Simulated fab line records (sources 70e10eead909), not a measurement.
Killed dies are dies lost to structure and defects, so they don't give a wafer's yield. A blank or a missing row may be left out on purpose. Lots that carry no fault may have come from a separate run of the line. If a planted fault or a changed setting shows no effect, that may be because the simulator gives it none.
Which tool is to blame?	flow nand-harc	13 lots, 39 wafers sampled, at 5 steps of a route of 1302

== WHAT THE GAUGES READ, wafer by wafer ==
NHARC_END_SORT_01. Usual: killed-at-array 44, standard deviation 16; killed-at-other 0.6, standard deviation 1.1; killed-at-periphery 3.9, standard deviation 2.6; killed-dies 48, standard deviation 16; killed-open 3.1, standard deviation 1.9; killed-short 2.4, standard deviation 1.8.
lot	measured	on	killed-at-array	killed-at-other	killed-at-periphery	killed-dies	killed-open	killed-short	flag
L239	day 28 06:03	prober-02	58 54 106	0 0 0	6 4 4	64 58 110	5 2 3	3 3 1	
L241	day 28 20:40	prober-02	102 45 41	0 0 2	2 3 3	104 48 46	0 4 5	2 0 0	

== TOOL THAT RAN EACH LOT (tool first, then ch and the chambers of the sampled wafers, then the start) ==
lot	NHARC_A_STAIRCASE_STRIP_296	NHARC_A_BONDPAD_ETCH_12	NHARC_A_BONDPAD_ANNEAL_28	NHARC_THIN_TSV_PVD_51
L230	wet-bench-03 ch 4,6,7, day 17 02:10	rie-diel-03 ch 0,2,3, day 23 09:55 or earlier	rtp-anneal-02 ch 0, day 23 09:55	pvd-sputter-01, no start
L231	wet-bench-06 ch 3,4,5, day 17 10:26	rie-diel-01 ch 0,1, day 23 21:05 or earlier	rtp-anneal-01 ch 0, day 23 21:05	pvd-sputter-02, no start
L233	wet-bench-03 ch 3,4,7, day 17 23:37	rie-diel-03 ch 1,2, day 24 06:08 or earlier	rtp-anneal-01 ch 0, day 24 06:08	pvd-sputter-02, no start
L235	wet-bench-03 ch 1,2,5, day 18 10:53	rie-diel-03 ch 1,2,3, day 24 03:21 or earlier	rtp-anneal-02 ch 0, day 24 03:21	pvd-sputter-02, no start
L239	wet-bench-04 ch 1,5,7, day 20 15:38	rie-diel-07 ch 0,1,3, day 27 00:26 or earlier	rtp-anneal-02 ch 0, day 27 00:26	pvd-sputter-03, day 28 06:03 or earlier
L241	wet-bench-04 ch 2,6,7, day 21 10:16	rie-diel-07 ch 0,1,2, day 27 14:38 or earlier	rtp-anneal-02 ch 0, day 27 14:38	pvd-sputter-01, day 28 20:40 or earlier
L246	wet-bench-06 ch 3,4,5, day 23 17:01	rie-diel-01 ch 0,1, day 29 21:47 or earlier	rtp-anneal-01 ch 0, day 29 21:47	pvd-sputter-01, no start
L248	wet-bench-06 ch 1,2,3, day 24 02:26	rie-diel-03 ch 1,3, day 30 19:46 or earlier	rtp-anneal-02 ch 0, day 30 19:46	pvd-sputter-03, no start
L247	wet-bench-06 ch 1,3,4, day 24 03:31	rie-diel-03 ch 0,2,3, day 30 10:45 or earlier	rtp-anneal-02 ch 0, day 30 10:45	pvd-sputter-03, no start
L250	wet-bench-03 ch 1,2,7, day 24 18:55	rie-diel-01 ch 0,1,3, day 31 02:10 or earlier	rtp-anneal-02 ch 0, day 31 02:10	pvd-sputter-03, no start
L249	wet-bench-04 ch 0,2,3, day 25 00:22	rie-diel-01 ch 2,3, day 31 03:56 or earlier	rtp-anneal-01 ch 0, day 31 03:56	pvd-sputter-02, no start
L252	wet-bench-04 ch 0,5,6, day 25 15:10	rie-diel-03 ch 0,1,2, day 32 03:29 or earlier	rtp-anneal-01 ch 0, day 32 03:29	pvd-sputter-02, no start
L251	wet-bench-04 ch 0,2,7, day 26 05:36	rie-diel-01 ch 1,2,3, day 33 06:13 or earlier	rtp-anneal-02 ch 0, day 33 06:13	pvd-sputter-02, no start
- NHARC_A_STAIRCASE_STRIP_296: strips in SPM, time 900 s.
- NHARC_A_BONDPAD_ETCH_12: etches the open film in CHF3/O2, target depth 220 nm, time 110 s.
- NHARC_A_BONDPAD_ANNEAL_28: time 90 s.
- NHARC_THIN_TSV_PVD_51: deposits Cu, target thk 100 nm.

== WHAT THE TOOLS THEMSELVES READ (means of the sampled wafers that have a number; where no wafer has one, the mark that the record gives instead) ==
NHARC_A_STAIRCASE_STRIP_296. Usual: bath-heat-duty-pct 14.7 %, standard deviation 1.6.
lot	tool	bath-heat-duty-pct (%)	flag
L230	wet-bench-03	15.9	
L231	wet-bench-06	15.4	
L233	wet-bench-03	14.7	
L235	wet-bench-03	15.8	
L239	wet-bench-04	14.6	
L241	wet-bench-04	15.1	
L246	wet-bench-06	14.1	
L248	wet-bench-06	14.1	
L247	wet-bench-06	13.7	
L250	wet-bench-03	14.4	
L249	wet-bench-04	14.2	
L252	wet-bench-04	12.9	
L251	wet-bench-04	14.4	

NHARC_A_BONDPAD_ETCH_12. Usual: drypump-motor-current-A 5.6 A, standard deviation 0.49; oes-product-au 0.943 a.u., standard deviation 0.019; rf-vpp-V 370.3 V, standard deviation 1.7; showerhead-plenum-p-Torr 2.39 Torr, standard deviation 0.068; throttle-valve-pct 20.572 %, standard deviation 0.0079.
lot	tool	drypump-motor-current-A (A)	oes-product-au (a.u.)	rf-vpp-V (V)	showerhead-plenum-p-Torr (Torr)	throttle-valve-pct (%)	flag
L230	rie-diel-03	5.3	0.974	371.0	2.37	20.569	
L231	rie-diel-01	6.1	0.925	370.1	2.41	20.570	
L233	rie-diel-03	5.2	0.962	369.2	2.35	20.575	
L235	rie-diel-03	5.2	0.957	370.7	2.40	20.573	
L239	rie-diel-07	6.1	0.925	369.9	2.38	20.578	
L241	rie-diel-07	6.0	0.922	369.6	2.40	20.572	
L246	rie-diel-01	6.1	0.934	370.5	2.40	20.575	
L248	rie-diel-03	5.5	0.963	371.4	2.44	20.579	
L247	rie-diel-03	5.3	0.952	369.4	2.37	20.568	
L250	rie-diel-01	5.8	0.935	369.9	2.36	20.565	
L249	rie-diel-01	5.6	0.941	370.2	2.34	20.573	
L252	rie-diel-03	5.6	0.960	369.9	2.37	20.573	
L251	rie-diel-01	5.5	0.927	370.4	2.39	20.569	

NHARC_A_BONDPAD_ANNEAL_28. Usual: wafer_temp_C_max 226.4, standard deviation 0.32.
lot	tool	wafer_temp_C_max	flag
L230	rtp-anneal-02	226.8	
L231	rtp-anneal-01	226.2	
L233	rtp-anneal-01	226.1	
L235	rtp-anneal-02	226.3	
L239	rtp-anneal-02	226.6	
L241	rtp-anneal-02	226.5	
L246	rtp-anneal-01	226.2	
L248	rtp-anneal-02	226.2	
L247	rtp-anneal-02	226.4	
L250	rtp-anneal-02	226.6	
L249	rtp-anneal-01	226.6	
L252	rtp-anneal-01	226.1	
L251	rtp-anneal-02	226.5	

NHARC_THIN_TSV_PVD_51. Usual: throttle-valve-pct 30.1 %, standard deviation 1.3.
lot	tool	throttle-valve-pct (%)	flag
L230	pvd-sputter-01	29.5	
L231	pvd-sputter-02	29.1	
L233	pvd-sputter-02	29.4	
L235	pvd-sputter-02	29.7	
L239	pvd-sputter-03	31.1	
L241	pvd-sputter-01	28.9	
L246	pvd-sputter-01	30.0	
L248	pvd-sputter-03	30.4	
L247	pvd-sputter-03	30.7	
L250	pvd-sputter-03	31.4	
L249	pvd-sputter-02	30.1	
L252	pvd-sputter-02	31.2	
L251	pvd-sputter-02	30.8	

== THE ANSWER, worked out from the rows above alone ==
Rule: take the mean of a lot's wafers that have a number; if it is more than 3 standard deviations from the usual mean, the lot is off. Also off: a lot with no number at a reading for which 4 or more lots have one. All remaining lots with rows at the step are treated as sound. The gauges are gone through in route order, then the tools' own readings, and for those a lot's mean is taken as printed above. The first step at which some lot is off is used, and at that step the reading that is off furthest; a lot without a number counts as furthest.
Nothing can be told from this: no lot is off at any reading shown.

== WHAT HAD BEEN PUT IN BY THE SIMULATOR ==
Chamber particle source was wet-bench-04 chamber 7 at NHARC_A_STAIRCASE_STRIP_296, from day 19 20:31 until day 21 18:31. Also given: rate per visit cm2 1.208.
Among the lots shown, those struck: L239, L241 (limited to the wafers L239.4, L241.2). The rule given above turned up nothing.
